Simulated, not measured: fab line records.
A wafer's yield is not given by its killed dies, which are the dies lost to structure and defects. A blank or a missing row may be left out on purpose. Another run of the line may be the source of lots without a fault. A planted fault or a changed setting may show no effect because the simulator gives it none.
Commonality check across tools / flow nand harc / Sample size 12 lots and 36 wafers

## THE REASON FOR OPENING IT
On 3 of the 12 lots, a flag is raised at NHARC_P_GATE_INSPECT_68 on the reading raw defect count. Fault-free wafers read 211, with a standard deviation of 73.
Rule: a lot gets a flag if all its wafers with a number sit over 4 standard deviations from that mean, or if no wafer of it has a number. The rest of the lots are taken to be sound.

lot=L823; measured=day 5 10:09; on=defect inspect-02; raw defect count, wafer by wafer=250 215 217; flag=
lot=L824; measured=day 5 23:32; on=defect inspect-02; raw defect count, wafer by wafer=219 222 247; flag=
lot=L828; measured=day 6 21:12; on=defect inspect-01; raw defect count, wafer by wafer=256 169 255; flag=
lot=L830; measured=day 7 15:47; on=defect inspect-02; raw defect count, wafer by wafer=250 413 164; flag=
lot=L831; measured=day 7 18:23; on=defect inspect-01; raw defect count, wafer by wafer=178 198 220; flag=
lot=L832; measured=day 8 04:23; on=defect inspect-01; raw defect count, wafer by wafer=233 237 151; flag=
lot=L835; measured=day 8 19:22; on=defect inspect-02; raw defect count, wafer by wafer=231 165 167; flag=
lot=L833; measured=day 8 20:33; on=defect inspect-02; raw defect count, wafer by wafer=302 392 130; flag=
lot=L834; measured=day 8 21:51; on=defect inspect-02; raw defect count, wafer by wafer=247 214 144; flag=
lot=L837; measured=day 9 05:19; on=defect inspect-02; raw defect count, wafer by wafer=706 671 666; flag=FLAGGED
lot=L838; measured=day 9 15:40; on=defect inspect-02; raw defect count, wafer by wafer=662 699 735; flag=FLAGGED
lot=L841; measured=day 10 01:53; on=defect inspect-02; raw defect count, wafer by wafer=728 665 702; flag=FLAGGED
The numbers of the flagged lots are 693 on average: +482 against the usual, or +7 standard deviations.

## LOT BY LOT: THE TOOL USED
The record holds 3 process steps before the reading, out of a route of 1159 steps. Cell contents, in order: the tool; ch with the chambers the sampled wafers went through; the start.
lot=L823; flag=; NHARC_P_GATE_ETCH_114=rie diel-04 ch 0,2,3, day 4 14:00; NHARC_P_GATE_STRIP_111=plasma asher-02 ch 0,1, day 5 02:23; NHARC_P_GATE_STRIP_113=plasma asher-02 ch 0,1, day 5 07:46
lot=L824; flag=; NHARC_P_GATE_ETCH_114=rie diel-12 ch 0,1,3, day 5 05:00; NHARC_P_GATE_STRIP_111=plasma asher-02 ch 0,1, day 5 17:28; NHARC_P_GATE_STRIP_113=plasma asher-01 ch 0,1, day 5 20:56
lot=L828; flag=; NHARC_P_GATE_ETCH_114=rie diel-02 ch 0,1,3, day 6 03:00; NHARC_P_GATE_STRIP_111=plasma asher-02 ch 0,1, day 6 15:16; NHARC_P_GATE_STRIP_113=plasma asher-02 ch 0,1, day 6 18:53
lot=L830; flag=; NHARC_P_GATE_ETCH_114=rie diel-12 ch 0,1,2, day 6 21:00; NHARC_P_GATE_STRIP_111=plasma asher-01 ch 0,1, day 7 09:26; NHARC_P_GATE_STRIP_113=plasma asher-01 ch 0,1, day 7 13:21
lot=L831; flag=; NHARC_P_GATE_ETCH_114=rie diel-04 ch 0,2,3, day 6 21:00; NHARC_P_GATE_STRIP_111=plasma asher-02 ch 0,1, day 7 09:32; NHARC_P_GATE_STRIP_113=plasma asher-01 ch 0,1, day 7 15:46
lot=L832; flag=; NHARC_P_GATE_ETCH_114=rie diel-12 ch 0,1,2, day 7 10:00; NHARC_P_GATE_STRIP_111=plasma asher-02 ch 0, day 7 22:25; NHARC_P_GATE_STRIP_113=plasma asher-01 ch 0,1, day 8 01:58
lot=L835; flag=; NHARC_P_GATE_ETCH_114=rie diel-04 ch 0,2,3, day 8 01:00; NHARC_P_GATE_STRIP_111=plasma asher-02 ch 0,1, day 8 13:16; NHARC_P_GATE_STRIP_113=plasma asher-01 ch 0,1, day 8 16:50
lot=L833; flag=; NHARC_P_GATE_ETCH_114=rie diel-12 ch 0,1,3, day 8 02:00; NHARC_P_GATE_STRIP_111=plasma asher-01 ch 0,1, day 8 14:16; NHARC_P_GATE_STRIP_113=plasma asher-01 ch 0,1, day 8 17:57
lot=L834; flag=; NHARC_P_GATE_ETCH_114=rie diel-12 ch 1,2,3, day 8 01:00; NHARC_P_GATE_STRIP_111=plasma asher-01 ch 0,1, day 8 15:51; NHARC_P_GATE_STRIP_113=plasma asher-01 ch 0,1, day 8 19:25
lot=L837; flag=FLAGGED; NHARC_P_GATE_ETCH_114=rie diel-12 ch 0,1,3, day 8 11:00; NHARC_P_GATE_STRIP_111=plasma asher-01 ch 0,1, day 8 23:28; NHARC_P_GATE_STRIP_113=plasma asher-01 ch 0,1, day 9 02:58
lot=L838; flag=FLAGGED; NHARC_P_GATE_ETCH_114=rie diel-12 ch 2,3, day 8 21:00; NHARC_P_GATE_STRIP_111=plasma asher-02 ch 0,1, day 9 09:37; NHARC_P_GATE_STRIP_113=plasma asher-02 ch 1, day 9 13:07
lot=L841; flag=FLAGGED; NHARC_P_GATE_ETCH_114=rie diel-12 ch 0,2, day 9 07:00; NHARC_P_GATE_STRIP_111=plasma asher-02 ch 0,1, day 9 19:55; NHARC_P_GATE_STRIP_113=plasma asher-01 ch 0,1, day 9 23:16
These steps, and what they do:
- NHARC_P_GATE_ETCH_114: etches the open film in CF4/O2, target depth 30 nm, overetch 3 nm, time 16.5 s.
- NHARC_P_GATE_STRIP_111: strips in N2/H2, time 250 s.
- NHARC_P_GATE_STRIP_113: strips in N2/H2, time 740 s.
- NHARC_P_GATE_INSPECT_68

## FLAGGED OVER TOTAL, TOOL BY TOOL (the gauges that took the reading come last)
step=NHARC_P_GATE_ETCH_114; tool=rie diel-02; lots run=1; flagged=0; share of the flagged lots=none; sound lots run after its first flagged lot=-
step=NHARC_P_GATE_ETCH_114; tool=rie diel-04; lots run=3; flagged=0; share of the flagged lots=none; sound lots run after its first flagged lot=-
step=NHARC_P_GATE_ETCH_114; tool=rie diel-12; lots run=8; flagged=3; share of the flagged lots=all; sound lots run after its first flagged lot=0
step=NHARC_P_GATE_STRIP_111; tool=plasma asher-01; lots run=4; flagged=1; share of the flagged lots=some; sound lots run after its first flagged lot=0
step=NHARC_P_GATE_STRIP_111; tool=plasma asher-02; lots run=8; flagged=2; share of the flagged lots=some; sound lots run after its first flagged lot=0
step=NHARC_P_GATE_STRIP_113; tool=plasma asher-01; lots run=9; flagged=2; share of the flagged lots=some; sound lots run after its first flagged lot=0
step=NHARC_P_GATE_STRIP_113; tool=plasma asher-02; lots run=3; flagged=1; share of the flagged lots=some; sound lots run after its first flagged lot=0
step=NHARC_P_GATE_INSPECT_68; tool=defect inspect-01; lots run=3; flagged=0; share of the flagged lots=none; sound lots run after its first flagged lot=-
step=NHARC_P_GATE_INSPECT_68; tool=defect inspect-02; lots run=9; flagged=3; share of the flagged lots=all; sound lots run after its first flagged lot=0

## THE TABLE: WHAT IT ALLOWS
Rows of the table that ran all the flagged lots, 2 in number: rie diel-12 at NHARC_P_GATE_ETCH_114; defect inspect-02 at NHARC_P_GATE_INSPECT_68.
- rie diel-12 at NHARC_P_GATE_ETCH_114 ran 8 lots, 3 of them flagged. Its last sound lot is L833 (day 8 02:00), its first flagged lot L837 (day 8 11:00): a fault that began between those two fits.
- defect inspect-02 at NHARC_P_GATE_INSPECT_68 ran 9 lots, 3 of them flagged. Its last sound lot is L834 (day 8 21:51), its first flagged lot L837 (day 9 05:19): a fault that began between those two fits.
Counting lots can't tell these 2 tools apart, because each fits a fault that began at some hour. More lots, or a look at what each step does to the wafer, might.

## WHAT WAS PUT IN BY THE SIMULATOR
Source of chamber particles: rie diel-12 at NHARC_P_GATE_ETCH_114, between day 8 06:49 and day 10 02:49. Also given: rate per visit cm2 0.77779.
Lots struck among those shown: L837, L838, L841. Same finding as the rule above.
